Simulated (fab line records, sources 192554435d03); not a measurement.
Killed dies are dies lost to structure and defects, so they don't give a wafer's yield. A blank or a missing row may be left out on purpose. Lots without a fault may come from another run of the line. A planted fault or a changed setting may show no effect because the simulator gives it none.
fab line records | flow n5_finfet
record lots=5 wafers=15 last_day=16
route steps=1938 shown PMOS_HMC_CHANNEL_EPI@57 FIN_SAQP@90 PASSIVATION@1936
lots that met no fault: from a run of the same line without faults
start_h: hours from the record's first day to the start of the lot's first wafer shown | wait_h: hours since the lot's step before | " the same as in the row above | L1.1+2: a row that stands for several wafers | - no value, or no start given | * or withheld: withheld | < > ~ a bound
route shown NAME@n: a module of which the file shows steps, and the number in the route of the first | usual: mean/standard deviation of fault-free wafers | same: alike in all rows | chamber/n: place in a boat | sites: the reading at each site | _std_site: their standard deviation | _edge_site: outer sites' mean less inner sites' | radius_mm: how far each site lies from the wafer's centre | mask NAME#n: copy n | behind: the tool/chamber that last shaped the wafer | hold: why the lot was held/for how many hours/how that ended | device: the transistor (n, p or np) that didn't switch | end of line: the same wafers' tests at the end of the route | a step without rows: its recipe alone | killed: dies lost to structure and defects at the first sort, not the wafer's yield | map: a wafer's dies, x killed, . not, _ none there
set.NAME: the setting as run; set.NAME@STEP: as run at that earlier step | model.NAME: the simulator's own value behind a step, which no gauge read
lots at some steps of the route; a table a step, a row a wafer
services: from which hour (start_h, from the record's first day; less than 0 if before it) a tool's chamber was out of use, for how many hours, and why
## steps
# step N5_PMOS_HMC_CHANNEL_EPI_HM_DEP_34
# recipe material=SiO2 target_thk_a=360 temp_c=400 precursor=TEOS/O2 pressure_torr=6.5 rf_w=900 teos_flow_sccm=161.4 gas=O2 flow_sccm=2650 time_s=6.9
# step N5_PMOS_HMC_CHANNEL_EPI_COAT_31
# recipe resist=BARC temp_c=205 time_s=60 spin_rpm=1500 resist_thk_nm=66
# step N5_PMOS_HMC_CHANNEL_EPI_COAT_03
# recipe resist=CAR-ArF-block spin_rpm=1500 resist_thk_nm=205
# step N5_PMOS_HMC_CHANNEL_EPI_EBR_05
# recipe solvent=PGMEA ebr_width_mm=1.5
# step N5_PMOS_HMC_CHANNEL_EPI_SOFTBAKE_04
# recipe temp_c=110 time_s=60 resist=CAR-ArF-block
# step N5_PMOS_HMC_CHANNEL_EPI_EXPOSE_06
# recipe mask_id=PMOS_HMC_BLK na=1.35 source_shape=conventional sigma_outer=0.8 polarization=unpolarized target_cd_nm=240 dose_mj=41
# step N5_PMOS_HMC_CHANNEL_EPI_PEB_07
# recipe peb_temp_c=110 peb_time_s=60 resist=CAR-ArF-block
# step N5_PMOS_HMC_CHANNEL_EPI_DEVELOP_08
# recipe develop_time_s=30 developer=TMAH resist=CAR-ArF-block dev_temp_c=23 rinse_liquid=diw dry=air_spin
# step N5_PMOS_HMC_CHANNEL_EPI_DESCUM_14
# recipe chemistry=O2 time_s=7.9 source_power_w=50 bias_power_w=20 pressure_mtorr=20 rf_frequency_hz=2.712e+07 temp_c=40 resist=CAR-ArF-block o2_flow_sccm=225
# step N5_PMOS_HMC_CHANNEL_EPI_ETCH_32
# recipe chemistry=N2/H2 target=BARC stop_on=SiO2 target_depth_a=858 over_etch_frac=0.3 time_s=50.3 ion_energy_ev=200 mask_material=CAR-ArF-block pressure_mtorr=30 source_w=840 bias_w=150 n2_flow_sccm=200 h2_flow_sccm=200
# usual drypump_motor_current_A=5.9/0.47 oes_product_au=0.67/0.053 rf_vpp_V=524.6/2.8 showerhead_plenum_p_Torr=2.57/0.1 throttle_valve_pct=17.82/0.25
# columns lot.wafer tool chamber start_h wait_h drypump_motor_current_A oes_product_au rf_hours_counter_h rf_vpp_V showerhead_plenum_p_Torr throttle_valve_pct
L232.1 rie_diel-06 1 73.06 0.0 5.9 0.79 7 525.3 2.61 17.75
L232.3 " 3 " " 6.3 0.71 56 524.9 2.60 17.97
L232.4 " 0 " " 4.9 0.62 215 522.2 2.39 18.28
L233.2 rie_diel-01 0 77.78 0.0 5.5 0.75 38 529.4 2.70 17.84
L233.5 " 3 " " 5.7 0.64 - 526.8 2.64 17.83
L233.6 " 0 " " 5.5 0.74 - 528.7 2.71 17.83
L235.2 rie_diel-01 3 89.56 0.0 5.7 0.64 170 526.9 2.64 17.85
L235.4 " 2 " " 6.4 0.66 146 522.0 2.45 17.67
L235.6 " 0 " " 5.4 0.74 - 527.3 2.70 17.84
L237.2 rie_diel-01 2 102.21 0.0 6.4 0.64 150 520.2 2.45 17.67
L237.5 " 3 " " 5.8 0.64 - 525.2 2.64 17.87
L237.6 " 0 " " 5.5 0.73 - 526.9 2.70 17.85
L238.2 rie_diel-01 3 107.27 0.0 5.8 0.63 176 526.3 2.64 17.85
L238.3 " 1 " " 6.3 0.67 129 528.7 2.66 17.36
L238.6 " 2 " " 6.4 0.64 - 522.1 2.44 17.68
# step N5_PMOS_HMC_CHANNEL_EPI_HM_OPEN_15
# recipe chemistry=CHF3/O2 target=SiO2 mask_material=CAR-ArF-block target_depth_a=406 CHF3_flow_sccm=50 O2_flow_sccm=5 Ar_flow_sccm=200 time_s=20.3 pressure_mtorr=30 source_w=650 bias_w=170 ion_energy_ev=200
# step N5_PMOS_HMC_CHANNEL_EPI_STRIP_33
# recipe chemistry=N2/H2 power_w=500 temp_c=40 pressure_mtorr=50 rf_frequency_hz=6e+07 overash_fraction=0.3 bias_power_w=8 h2_frac=0.5 n2_flow_sccm=300 h2_flow_sccm=300
# step N5_PMOS_HMC_CHANNEL_EPI_STRIP_17
# recipe chemistry=SPM time_s=750 temp_c=130 h2so4_h2o2_vol_ratio=4 dry=ipa_marangoni
# step N5_PMOS_HMC_CHANNEL_EPI_ETCH_38
# recipe chemistry=CF4 target=SiO2 target_depth_a=15 ion_energy_ev=350 pressure_mtorr=10 icp_w=800 bias_w=400 cf4_flow_sccm=80
# step N5_PMOS_HMC_CHANNEL_EPI_FIN_RECESS_16
# recipe chemistry=HBr/Cl2 target=Si mask_material=SiO2 target_depth_a=540 time_s=18 pressure_mtorr=10 icp_w=800 bias_w=75 HBr_flow_sccm=150 Cl2_flow_sccm=80
# step N5_PMOS_HMC_CHANNEL_EPI_PRECLEAN_36
# recipe chemistry=O3/DIW time_s=45 temp_c=22 o3_ppm=10
# step N5_PMOS_HMC_CHANNEL_EPI_PRECLEAN_18
# recipe chemistry=DHF time_s=30 temp_c=25 dilution=withheld
# step N5_PMOS_HMC_CHANNEL_EPI_SRD_19
# recipe dry=ipa_marangoni do_ppb=5 time_s=30 temp_c=23 rinse_liquid=diw
# step N5_PMOS_HMC_CHANNEL_EPI_EPI_20
# recipe material=SiGe30 mask_material=SiO2 pressure_torr=20 target_thk_a=590 temp_c=600
# step N5_PMOS_HMC_CHANNEL_EPI_HM_STRIP_35
# recipe chemistry=dHF temp_c=25 material=SiO2 target=SiO2 target_depth_a=396 time_s=216
# step N5_PMOS_HMC_CHANNEL_EPI_SRD_39
# recipe dry=ipa_marangoni time_s=30 temp_c=23 rinse_liquid=diw
# step N5_PMOS_HMC_CHANNEL_EPI_CMP_21
# recipe material=SiGe30 post_cmp_clean=alkaline_brush target_thk_nm=54
# step N5_PMOS_HMC_CHANNEL_EPI_PRECLEAN_40
# recipe chemistry=DHF time_s=30 temp_c=25 dilution=withheld
# step N5_PMOS_HMC_CHANNEL_EPI_PRECLEAN_37
# recipe chemistry=O3/DIW time_s=45 temp_c=22 o3_ppm=10
# step N5_PMOS_HMC_CHANNEL_EPI_PRECLEAN_24
# recipe chemistry=DHF time_s=30 temp_c=25 dilution=withheld
# step N5_PMOS_HMC_CHANNEL_EPI_SRD_25
# recipe dry=ipa_marangoni do_ppb=5 time_s=30 temp_c=23 rinse_liquid=diw
# step N5_PMOS_HMC_CHANNEL_EPI_EPI_26
# recipe material=Si target_thk_a=38 temp_c=650 precursor=SiH4/H2 pressure_torr=20 time_s=22.7
# step N5_FIN_SAQP_PRECLEAN_42
# recipe chemistry=O3/DIW time_s=60 temp_c=22 o3_ppm=10
# step N5_FIN_SAQP_PRECLEAN_00
# recipe chemistry=SC1 time_s=60 temp_c=55 mix=1:2:50
# step N5_FIN_SAQP_PRECLEAN_44
# recipe chemistry=SC2 time_s=45 temp_c=35 mix=1:1:50
# step N5_FIN_SAQP_SRD_01
# recipe dry=ipa_marangoni time_s=30 temp_c=23 rinse_liquid=diw
# step N5_FIN_SAQP_ALD_61
# recipe material=SiO2 target_thk_a=40 temp_c=300 ald_precursor_family=BDEAS ald_co_reactant=O2-plasma pulse_time_s=1 purge_time_s=2 co_reactant_purge_time_s=2 ald_cycles=43 pressure_torr=2
# step N5_FIN_SAQP_DENSIFY_62
# recipe temp_c=700 time_s=60 ambient=N2 idle_temp_c=600 ramp_up_c_per_s=150 ramp_down_c_per_s=60 cool_to_c=600
# step N5_FIN_SAQP_HM_DEP_03
# recipe material=SiNx target_thk_a=380 temp_c=400 precursor=SiH4/NH3/N2 pressure_torr=1.5 rf_w=300 time_s=33.6
# step N5_FIN_SAQP_PECVD_47
# recipe material=a-Si target_thk_a=450 temp_c=400 precursor=SiH4/He pressure_torr=3 rf_w=100 time_s=36.3
# step N5_PASSIVATION_PROBE_49
# usual killed_at_M0_to_M3=37/12 killed_at_M4_up=14/5.3 killed_at_contacts=12/6.2 killed_at_front_end=41/11 killed_at_other=3.7/2.9 killed_dies=107/17 killed_on_rim=14/4.4 killed_open=71/12 killed_short=34/7.9
# same gross_dies=1180 killed_at_back_side=0
# columns lot.wafer tool chamber start_h wait_h killed_at_M0_to_M3 killed_at_M4_up killed_at_contacts killed_at_front_end killed_at_other killed_dies killed_on_rim killed_open killed_short
L232.1 prober-02 - 317.43 0.0 35 13 15 42 1 106 17 75 24
L232.3 prober-02 - 317.53 0.1 62 9 17 34 3 125 17 82 37
L232.4 prober-02 - 317.58 0.2 33 7 6 36 3 85 10 56 23
L233.2 prober-02 - 341.87 0.1 28 15 7 32 1 83 10 54 25
L233.5 prober-02 - 342.02 0.2 25 18 12 44 4 103 14 70 29
L233.6 prober-02 - 342.07 0.3 18 10 8 54 6 96 16 49 45
L235.2 prober-01 - 353.41 0.1 28 10 7 173 3 221 15 53 24
L235.4 prober-01 - 353.51 0.2 44 14 7 31 2 98 6 62 34
L235.6 prober-01 - 353.61 0.3 27 20 5 30 2 84 10 60 22
L237.5 prober-02 - 366.86 0.2 27 13 7 170 3 220 9 56 23
L238.2 prober-01 - 374.77 0.1 23 11 16 172 0 222 7 53 20
# killed by level:class
L232.1 STI_FIN_REVEAL:geometric_particle:open=11 MOL_CONTACT_COAG:geometric_particle:open=10 DUMMY_GATE:geometric_particle:open=10 BEOL_M3:geometric_particle:open=8 BEOL_M0_SAQP:geometric_particle:short=6 BEOL_M1:geometric_particle:open=6 FIN_SAQP:geometric_particle:open=5 BEOL_M2:geometric_particle:open=5
L232.3 BEOL_M3:geometric_particle:open=14 BEOL_M2:geometric_particle:open=12 MOL_CONTACT_COAG:geometric_particle:open=10 BEOL_M1:geometric_particle:open=10 STI_FIN_REVEAL:geometric_particle:open=8 BEOL_M2:geometric_particle:short=8 DUMMY_GATE:geometric_particle:open=6 BEOL_M0_SAQP:geometric_particle:short=6
L232.4 BEOL_M1:geometric_particle:open=9 DUMMY_GATE:geometric_particle:open=7 GATE_CUT:geometric_particle:short=5 BEOL_M0_SAQP:geometric_particle:short=5 BEOL_M2:geometric_particle:open=5 BEOL_M3:geometric_particle:open=5 BEOL_M5:geometric_particle:open=5 HKMG_FIN:area_etch=5
L233.2 BEOL_M0_SAQP:geometric_particle:open=9 BEOL_M4:geometric_particle:open=7 FIN_SAQP:geometric_particle:short=6 BEOL_M3:geometric_particle:open=6 GATE_CUT:geometric_particle:open=5 BEOL_M0_SAQP:geometric_particle:short=5 STI_FIN_REVEAL:geometric_particle:open=4 GATE_CUT:geometric_particle:short=4
L233.5 GATE_CUT:geometric_particle:open=11 MOL_CONTACT_COAG:geometric_particle:open=11 STI_FIN_REVEAL:geometric_particle:open=9 GATE_CUT:geometric_particle:short=9 FIN_SAQP:geometric_particle:short=6 BEOL_M1:geometric_particle:open=6 BEOL_M2:geometric_particle:open=4 BEOL_M4:geometric_particle:open=4
L233.6 GATE_CUT:geometric_particle:short=11 FIN_SAQP:geometric_particle:short=9 FIN_SAQP:geometric_particle:open=8 GATE_CUT:geometric_particle:open=8 STI_FIN_REVEAL:geometric_particle:open=5 MOL_CONTACT_COAG:geometric_particle:open=5 DUMMY_GATE:geometric_particle:open=4 BEOL_M0_SAQP:geometric_particle:short=4
L235.2 PMOS_HMC_CHANNEL_EPI:unspecified=143 BEOL_M2:geometric_particle:open=9 MOL_CONTACT_COAG:geometric_particle:open=7 FIN_SAQP:geometric_particle:open=6 GATE_CUT:geometric_particle:open=5 BEOL_M0_SAQP:geometric_particle:short=5 STARTING-WAFER:geometric_particle:short=5 BEOL_M2:geometric_particle:short=4
L235.4 BEOL_M2:geometric_particle:open=13 BEOL_M4:geometric_particle:open=10 BEOL_M1:geometric_particle:open=9 GATE_CUT:geometric_particle:short=8 FIN_SAQP:geometric_particle:short=7 MOL_CONTACT_COAG:geometric_particle:open=7 BEOL_M0_SAQP:geometric_particle:short=7 BEOL_M0_SAQP:geometric_particle:open=6
L235.6 BEOL_M4:geometric_particle:open=14 BEOL_M2:geometric_particle:open=10 FIN_SAQP:geometric_particle:open=9 BEOL_M1:geometric_particle:open=6 STI_FIN_REVEAL:geometric_particle:open=4 MOL_CONTACT_COAG:geometric_particle:open=4 FIN_SAQP:geometric_particle:short=3 BEOL_M3:geometric_particle:open=3
L237.5 PMOS_HMC_CHANNEL_EPI:unspecified=140 BEOL_M1:geometric_particle:open=10 FIN_SAQP:geometric_particle:open=5 STI_FIN_REVEAL:geometric_particle:open=5 STARTING-WAFER:geometric_particle:short=5 BEOL_M0:geometric_particle:open=5 BEOL_M3:geometric_particle:open=5 DUMMY_GATE:geometric_particle:open=4
L238.2 PMOS_HMC_CHANNEL_EPI:unspecified=147 MOL_CONTACT_COAG:geometric_particle:open=13 FIN_SAQP:geometric_particle:open=7 FIN_SAQP:geometric_particle:short=7 BEOL_M2:geometric_particle:open=6 STI_FIN_REVEAL:geometric_particle:open=4 BEOL_M0_SAQP:geometric_particle:open=4 BEOL_M0_SAQP:geometric_particle:short=3
# map L235.2 (x killed, . not)
_________________.x.........x________________
______________......x..........._____________
___________..........x............x__________
__________....................x....._________
________xx...x........................_______
_______........................x.......______
______x..............x......x..........._____
_____...x.....x.x....x........x.....x....____
____......x..................x..........x.___
___..x........x....x...........xx..........__
___x.....x.......................x.x.......__
__x...................................x....._
__......................x.....x............._
_...............x......x...x..x........x.....
_.............x..........x....x...........x..
_............................................
_..................x.........................
_................x.x.........x...............
_.......x.....xx...x.x..x.....x..............
_.....x.......xx..x.xxxxx.........x..........
_.........x..xxxxxxxxxxxxx..............x....
__.........xx.xxxxxxxxxx.x.x................_
__..x.......xxxxxxxxxxxx.x......xxx.xx......_
___.........xxxxxxxxxxxxxx...x..x..........__
___.......x..xxxxxxxxxxxxxx................__
____.x.x...xxxxxxxxxxxxxxxx......x........___
_____........xxxxxxxxxxxxxx..............____
______x..x...xxxxxxxxxxxxx........x....._____
_______....x.xx.xxxxxxxxxx.............______
________.........xx.xxx.x............._______
__________.......x.................._________
___________.......x.x.....x.....x..__________
______________x.x....x.........._____________
_________________.........x..________________
# map L237.5 (x killed, . not)
_________________...x....x...________________
______________.................._____________
___________.......x.......x........__________
__________.................x........_________
________...........x...........x......_______
_______...................x............______
______............................x....._____
_____...................x..x...xx........____
____..x........x....x........x......x.....___
___.......x.x.............................x__
___..x.......x.....x...x........xx.........__
__........................................x._
__.x...x...................................._
_...................................x........
_.........x.....x........x...x...............
_.........x...........xx..x..................
_..........xx................................
_.x......x..................x..............x.
_.............xxxx.........xx...x..x.x.......
_..............xx.xxxxxx........x............
_.....x......x.x.xx.xxxxxx......xxx..x.....x.
__...........xxxxxxxxxxx.xx................._
__......x...xxxxxxxxxxxxxxx................._
___....x..xx.xxxxxxxxxxxxx.x...............__
___...x..x.x.xxxxxxxxxxxxxx...............x__
____........xxxxxxxxxxxxxxxx.....x........___
_____....xx.xxxxxxxxxxxxx..x.....xx......____
______.....xxxxxxxxxxxxxxxx............._____
_______........xxxxxx.xxxxx.x.........x______
________......xxx.xxx.x.x............._______
__________......x.x..............x.._________
___________........................__________
______________x................._____________
_________________.....x......________________
## services
# columns tool chamber start_h hours kind
rie_diel-06 3 91.32 4.9 repair
## key
first_sign step=N5_PASSIVATION_PROBE_49 reading=killed_at_front_end direction=up sigmas=12 usual=41 struck=172
effect step=N5_PASSIVATION_PROBE_49 reading=killed_dies direction=up sigmas=6.6 usual=107 struck=221
more_kills_born_at N5_PMOS_HMC_CHANNEL_EPI_ETCH_32@rie_diel-01=430
met_at N5_PMOS_HMC_CHANNEL_EPI_ETCH_32
struck_wafers L235.2,L237.5,L238.2
tester_left_out L235,L237,L238
onset_between 77.78 89.56
fault kind=chamber_particle_source tool=rie_diel-01 chamber=3 onset_h=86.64 steps=N5_PMOS_HMC_CHANNEL_EPI_ETCH_32 rate_per_visit_cm2=1.3618 end_h=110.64
# tester_left_out: of these lots the tester's yield and bins aren't shown, on N5 and GAA mostly nor the transistor test; their killed dies are dies lost to structure and defects alone, not to doping, threshold or leakage, so they don't give the yield
